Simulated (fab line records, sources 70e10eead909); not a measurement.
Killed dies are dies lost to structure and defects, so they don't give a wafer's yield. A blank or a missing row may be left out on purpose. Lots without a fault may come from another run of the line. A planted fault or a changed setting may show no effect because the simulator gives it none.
Chamber matching | flow nand_harc | NHARC_P_CONTACT_ALD_22 on ald_metal-01: 4 sister chambers
The step deposits TiN, target thk 3 nm, pulse time 1 s, ald cycles 150. 4 wafers are shown with their chamber, then 9 later ones without.

WAFERS WITH THEIR CHAMBER
wafer  | chamber | heater_power_w (W)
L087.6 | 3       | 996
L090.3 | 2       | 908
L090.4 | 1       | 1108
L090.6 | 0       | 1046

WAFERS WITHOUT THEIR CHAMBER
wafer  | heater_power_w (W)
L092.1 | 1038
L092.3 | 1129
L092.5 | 990
L093.4 | 978
L093.5 | 1126
L093.6 | 886
L095.1 | 1034
L095.4 | 898
L095.6 | 893

WHICH CHAMBER EACH WENT THROUGH
wafer  | from the rows above     | in truth
L092.1 | 0                       | 0
L092.3 | 1                       | 1
L092.5 | 3                       | 3
L093.4 | 3                       | 3
L093.5 | 1                       | 1
L093.6 | 2                       | 2
L095.1 | can't be placed: 0 or 3 | 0
L095.4 | 2                       | 2
L095.6 | 2                       | 2
Placed correctly: 8 of 9. Can't be placed from these rows: 1 (the true chamber is among the candidates in 1). Placed wrongly: 0.
How it was worked out, from the rows above alone: a wafer's distance from a chamber is the root of the sum, over the readings, of the square of ((its reading less the chamber's mean) divided by the reading's scatter). The wafer belongs to the nearest chamber; if the next one is less than 2 further off, it can't be placed. A chamber's mean is the mean of its shown wafers. The scatter: with one shown wafer a chamber, the root of the mean of the squares of how far each hidden wafer lies from its nearest shown one.
